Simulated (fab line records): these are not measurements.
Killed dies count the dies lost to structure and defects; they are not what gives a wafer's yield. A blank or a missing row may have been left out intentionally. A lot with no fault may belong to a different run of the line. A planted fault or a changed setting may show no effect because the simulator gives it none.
Which tool did it?	flow n5Finfet	Sampling: 24 lots, 72 wafers, 5 of 1938 route steps

== WHAT EACH GAUGE READ, for each wafer ==
N5_BEOL_M10_THK_MEAS_01. Usual: M10_ILD_THK 268 nm, standard deviation 4.
lot	measured	on	M10_ILD_THK (nm)	flag
L076	day 10 21:40	filmMetro-01	269 266 271	
L077	day 11 07:46	filmMetro-01	258 268 269	
L075	day 11 07:29	filmMetro-02	265 264 266	
L079	day 12 01:56	filmMetro-01	260 267 268	
L078	day 12 01:35	filmMetro-02	265 272 260	
L081	day 12 02:32	filmMetro-02	264 259 264	
L074	day 12 03:58	filmMetro-02	265 265 268	
L080	day 12 02:48	filmMetro-02	270 269 278	
L082	day 12 05:25	filmMetro-02	266 260 270	
L083	day 12 20:37	filmMetro-02	265 265 268	
L084	day 12 20:55	filmMetro-02	262 269 267	
L085	day 12 21:09	filmMetro-01	266 264 268	
L086	day 13 20:18	filmMetro-01	268 262 264	
L087	day 14 11:55	filmMetro-02	271 268 270	
L088	day 14 12:26	filmMetro-02	269 260 271	
L089	day 14 16:47	filmMetro-02	269 269 273	
L090	day 15 03:25	filmMetro-02	268 270 266	
L091	day 15 02:53	filmMetro-02	270 271 275	
L092	day 15 03:53	filmMetro-02	266 270 268	
L093	day 16 00:16	filmMetro-02	260 264 268	
L094	day 16 08:43	filmMetro-01	265 264 271	
L095	day 16 09:29	filmMetro-02	266 271 269	
L096	day 16 17:41	filmMetro-02	272 274 274	
L097	day 16 18:42	filmMetro-02	268 270 271	

== TOOL THAT RAN EACH LOT (tool first, then ch and the chambers of the sampled wafers, then the start) ==
lot	N5_BEOL_M8_SPUTTER_48	N5_BEOL_M9_ETCH_41	N5_BEOL_M9_CURE_72	N5_BEOL_M9_ANNEAL_51
L076	pvdSputter-02, day 10 08:08	rieDiel-02 ch 0,1,3, day 10 16:25 or earlier	uvCure-02 ch 0, day 10 16:25	rtpAnneal-02 ch 0, day 10 20:17
L077	pvdSputter-02, day 10 19:32	rieDiel-02 ch 0,1,2, day 11 04:31 or earlier	uvCure-03 ch 1, day 11 04:31	rtpAnneal-02 ch 0, day 11 06:23
L075	pvdSputter-02, day 10 19:54	rieDiel-04 ch 1,2,3, day 11 04:29 or earlier	uvCure-01 ch 1, day 11 04:29	rtpAnneal-02 ch 0, day 11 06:10
L079	pvdSputter-02, day 11 17:23	rieDiel-04 ch 2,3, day 11 23:10 or earlier	uvCure-03 ch 0, day 11 23:10	rtpAnneal-01 ch 0, day 12 00:37
L078	pvdSputter-02, day 11 17:28	rieDiel-06 ch 0,3, day 11 22:25 or earlier	uvCure-01 ch 1, day 11 22:25	rtpAnneal-02 ch 0, day 12 00:17
L081	pvdSputter-02, day 11 17:33	rieDiel-02 ch 0,1,3, day 11 23:53 or earlier	uvCure-03 ch 0, day 11 23:53	rtpAnneal-01 ch 0, day 12 01:11
L074	pvdSputter-02, day 11 17:38	rieDiel-06 ch 0,1,2, day 12 00:20 or earlier	uvCure-03 ch 0, day 12 00:20	rtpAnneal-02 ch 0, day 12 02:35
L080	pvdSputter-03, day 11 17:41	rieDiel-06 ch 0,1,3, day 11 23:54 or earlier	uvCure-02 ch 0, day 11 23:54	rtpAnneal-01 ch 0, day 12 01:25
L082	pvdSputter-01, day 11 22:01	rieDiel-06 ch 0,1,3, day 12 02:32 or earlier	uvCure-01 ch 2, day 12 02:32	rtpAnneal-01 ch 0, day 12 04:01
L083	pvdSputter-01, day 12 10:17	rieDiel-04 ch 1,2,3, day 12 17:11 or earlier	uvCure-02 ch 2, day 12 17:11	rtpAnneal-02 ch 0, day 12 19:14
L084	pvdSputter-02, day 12 11:05	rieDiel-02 ch 1,2,3, day 12 17:17 or earlier	uvCure-01 ch 0, day 12 17:17	rtpAnneal-02 ch 0, day 12 19:30
L085	pvdSputter-01, day 12 12:21	rieDiel-04 ch 0,2, day 12 17:40 or earlier	uvCure-03 ch 1, day 12 17:40	rtpAnneal-02 ch 0, day 12 19:49
L086	pvdSputter-02, day 13 08:24	rieDiel-04 ch 0,2,3, day 13 15:55 or earlier	uvCure-02 ch 1, day 13 15:55	rtpAnneal-02 ch 0, day 13 18:46
L087	pvdSputter-02, day 14 02:53	rieDiel-02 ch 1,2, day 14 08:45 or earlier	uvCure-01 ch 2, day 14 08:45	rtpAnneal-01 ch 0, day 14 10:31
L088	pvdSputter-02, day 14 03:08	rieDiel-06 ch 0,2,3, day 14 09:06 or earlier	uvCure-01 ch 1, day 14 09:06	rtpAnneal-01 ch 0, day 14 11:07
L089	pvdSputter-03, day 14 05:31	rieDiel-02 ch 0,2,3, day 14 12:52 or earlier	uvCure-02 ch 1, day 14 12:52	rtpAnneal-02 ch 0, day 14 15:23
L090	pvdSputter-03, day 14 14:10	rieDiel-06 ch 0,1, day 14 23:59 or earlier	uvCure-01 ch 1, day 14 23:59	rtpAnneal-01 ch 0, day 15 02:02
L091	pvdSputter-03, day 14 14:17	rieDiel-04 ch 1,2,3, day 15 00:08 or earlier	uvCure-03 ch 2, day 15 00:08	rtpAnneal-02 ch 0, day 15 01:35
L092	pvdSputter-02, day 14 14:32	rieDiel-06 ch 1,2, day 15 00:31 or earlier	uvCure-03 ch 0, day 15 00:31	rtpAnneal-01 ch 0, day 15 02:23
L093	pvdSputter-03, day 15 11:30	rieDiel-06 ch 0,2,3, day 15 19:25 or earlier	uvCure-02 ch 2, day 15 19:25	rtpAnneal-01 ch 0, day 15 22:53
L094	pvdSputter-02, day 15 20:51	rieDiel-06 ch 0,2,3, day 16 05:44 or earlier	uvCure-03 ch 2, day 16 05:44	rtpAnneal-02 ch 0, day 16 07:17
L095	pvdSputter-01, day 15 23:53	rieDiel-02 ch 0,1,2, day 16 05:49 or earlier	uvCure-01 ch 2, day 16 05:49	rtpAnneal-02 ch 0, day 16 08:08
L096	pvdSputter-02, day 16 06:31	rieDiel-04 ch 0,1,3, day 16 14:50 or earlier	uvCure-01 ch 0, day 16 14:50	rtpAnneal-02 ch 0, day 16 16:20
L097	pvdSputter-02, day 16 06:59	rieDiel-06 ch 0,1,2, day 16 14:59 or earlier	uvCure-03 ch 1, day 16 14:59	rtpAnneal-01 ch 0, day 16 16:59
- N5_BEOL_M8_SPUTTER_48: material Cu, target thk 10 nm, time 1.667 s.
- N5_BEOL_M9_ETCH_41: etches SiCN in CH3F/O2, target depth 36.6 nm, time 70.1 s.
- N5_BEOL_M9_CURE_72: cures SiCOH lowk, time 120 s.
- N5_BEOL_M9_ANNEAL_51: time 90 s.

== WHAT THE TOOLS THEMSELVES READ (means of the sampled wafers that have a number; where no wafer has one, the mark that the record gives instead) ==
N5_BEOL_M8_SPUTTER_48. Usual: throttleValvePct at 29.4 %, with a standard deviation of 0.9.
lot	tool	throttleValvePct (%)	flag
L076	pvdSputter-02	29.0	
L077	pvdSputter-02	29.0	
L075	pvdSputter-02	29.5	
L079	pvdSputter-02	29.3	
L078	pvdSputter-02	28.6	
L081	pvdSputter-02	29.1	
L074	pvdSputter-02	29.1	
L080	pvdSputter-03	29.5	
L082	pvdSputter-01	31.1	
L083	pvdSputter-01	30.6	
L084	pvdSputter-02	28.7	
L085	pvdSputter-01	29.8	
L086	pvdSputter-02	28.6	
L087	pvdSputter-02	29.0	
L088	pvdSputter-02	29.3	
L089	pvdSputter-03	29.8	
L090	pvdSputter-03	29.8	
L091	pvdSputter-03	30.0	
L092	pvdSputter-02	28.8	
L093	pvdSputter-03	30.2	
L094	pvdSputter-02	29.6	
L095	pvdSputter-01	30.7	
L096	pvdSputter-02	29.0	
L097	pvdSputter-02	28.5	

N5_BEOL_M9_ETCH_41. Usual: drypumpMotorCurrentA 5.8 A, standard deviation 0.33; mfcArSccm 150.0 sccm, standard deviation 0.44; oesProductAu 0.81 a.u., standard deviation 0.089; rfVppV 297.9 V, standard deviation 1.6; showerheadPlenumPTorr 2.04 Torr, standard deviation 0.066; throttleValvePct 16.30 %, standard deviation 0.22.
lot	tool	drypumpMotorCurrentA (A)	mfcArSccm (sccm)	oesProductAu (a.u.)	rfVppV (V)	showerheadPlenumPTorr (Torr)	throttleValvePct (%)	flag
L076	rieDiel-02	6.1	149.9	0.76	297.3	1.98	16.44	
L077	rieDiel-02	5.9	149.6	0.76	296.4	1.97	16.43	
L075	rieDiel-04	5.5	149.5	0.75	298.6	2.04	16.41	
L079	rieDiel-04	5.4	150.1	0.80	297.8	2.05	16.22	
L078	rieDiel-06	5.9	149.9	0.84	296.9	2.01	16.23	
L081	rieDiel-02	6.1	149.8	0.75	297.0	1.97	16.45	
L074	rieDiel-06	5.9	149.9	0.84	298.4	2.08	16.06	
L080	rieDiel-06	5.9	150.2	0.87	297.2	2.03	16.26	
L082	rieDiel-06	5.9	149.9	0.87	297.7	2.03	16.26	
L083	rieDiel-04	5.5	150.0	0.85	298.3	2.03	16.24	
L084	rieDiel-02	5.6	149.9	0.80	297.8	2.02	16.38	
L085	rieDiel-04	5.7	150.0	0.83	298.9	2.11	16.39	
L086	rieDiel-04	5.7	149.8	0.83	299.4	2.09	16.28	
L087	rieDiel-02	5.5	150.3	0.80	297.0	2.02	16.40	
L088	rieDiel-06	5.9	150.1	0.77	296.9	2.01	16.28	
L089	rieDiel-02	5.9	149.9	0.87	298.4	2.07	16.24	
L090	rieDiel-06	5.9	150.2	0.88	299.0	2.09	16.12	
L091	rieDiel-04	5.5	150.3	0.83	297.1	2.03	16.27	
L092	rieDiel-06	6.0	149.9	0.77	299.2	2.08	16.15	
L093	rieDiel-06	5.9	150.3	0.77	297.9	2.01	16.31	
L094	rieDiel-06	5.9	149.7	0.77	297.8	2.01	16.30	
L095	rieDiel-02	5.9	150.1	0.82	297.5	2.05	16.35	
L096	rieDiel-04	5.8	150.6	0.87	297.4	2.03	16.20	
L097	rieDiel-06	5.9	149.6	0.80	299.3	2.07	16.13	

N5_BEOL_M9_CURE_72. Usual: lampPowerPct 52.31 %, standard deviation 0.051; wafer_temp_C_max 371.6, standard deviation 0.52.
lot	tool	lampPowerPct (%)	wafer_temp_C_max	flag
L076	uvCure-02	52.31	371.7	
L077	uvCure-03	52.36	372.3	
L075	uvCure-01	52.31	371.6	
L079	uvCure-03	52.38	371.6	
L078	uvCure-01	52.32	371.5	
L081	uvCure-03	52.31	371.2	
L074	uvCure-03	52.30	371.2	
L080	uvCure-02	52.31	371.3	
L082	uvCure-01	52.32	371.1	
L083	uvCure-02	52.32	372.0	
L084	uvCure-01	52.26	371.9	
L085	uvCure-03	52.30	371.9	
L086	uvCure-02	52.38	371.6	
L087	uvCure-01	52.31	371.3	
L088	uvCure-01	52.34	371.3	
L089	uvCure-02	52.33	372.1	
L090	uvCure-01	52.31	370.9	
L091	uvCure-03	52.30	371.4	
L092	uvCure-03	52.28	371.2	
L093	uvCure-02	52.38	371.7	
L094	uvCure-03	52.28	371.7	
L095	uvCure-01	52.28	371.0	
L096	uvCure-01	52.28	371.7	
L097	uvCure-03	52.28	372.2	

N5_BEOL_M9_ANNEAL_51. Usual: annealTempC 225.00 C, standard deviation 0.17; wafer_temp_C_max 225.91, standard deviation 0.26.
lot	tool	annealTempC (C)	wafer_temp_C_max	flag
L076	rtpAnneal-02	225.18	225.86	
L077	rtpAnneal-02	224.92	225.77	
L075	rtpAnneal-02	225.00	226.13	
L079	rtpAnneal-01	224.96	226.15	
L078	rtpAnneal-02	225.12	225.88	
L081	rtpAnneal-01	224.96	226.12	
L074	rtpAnneal-02	224.97	225.80	
L080	rtpAnneal-01	224.99	225.95	
L082	rtpAnneal-01	224.89	225.90	
L083	rtpAnneal-02	224.81	225.85	
L084	rtpAnneal-02	225.07	225.88	
L085	rtpAnneal-02	225.00	226.10	
L086	rtpAnneal-02	225.14	225.81	
L087	rtpAnneal-01	225.26	226.26	
L088	rtpAnneal-01	225.31	226.08	
L089	rtpAnneal-02	224.88	225.87	
L090	rtpAnneal-01	225.06	225.92	
L091	rtpAnneal-02	224.92	225.69	
L092	rtpAnneal-01	225.23	225.46	
L093	rtpAnneal-01	224.96	226.08	
L094	rtpAnneal-02	224.97	225.83	
L095	rtpAnneal-02	224.90	225.84	
L096	rtpAnneal-02	224.71	226.05	
L097	rtpAnneal-01	225.04	226.10	

== THE ANSWER, worked out from the rows above alone ==
Rule: take the mean of a lot's wafers that have a number; if it is more than 3 standard deviations from the usual mean, the lot is off. Also off: a lot with no number at a reading for which 4 or more lots have one. Where the step has rows for the other lots, those lots are counted as sound. First the gauges in route order, then the tools' own readings, where a lot's mean is used as printed above. The first step at which some lot is off is used, and at that step the reading that is off furthest; a lot without a number counts as furthest.
None of the lots is off at any reading shown; this tells nothing.

== WHAT THE SIMULATOR HAD INSERTED ==
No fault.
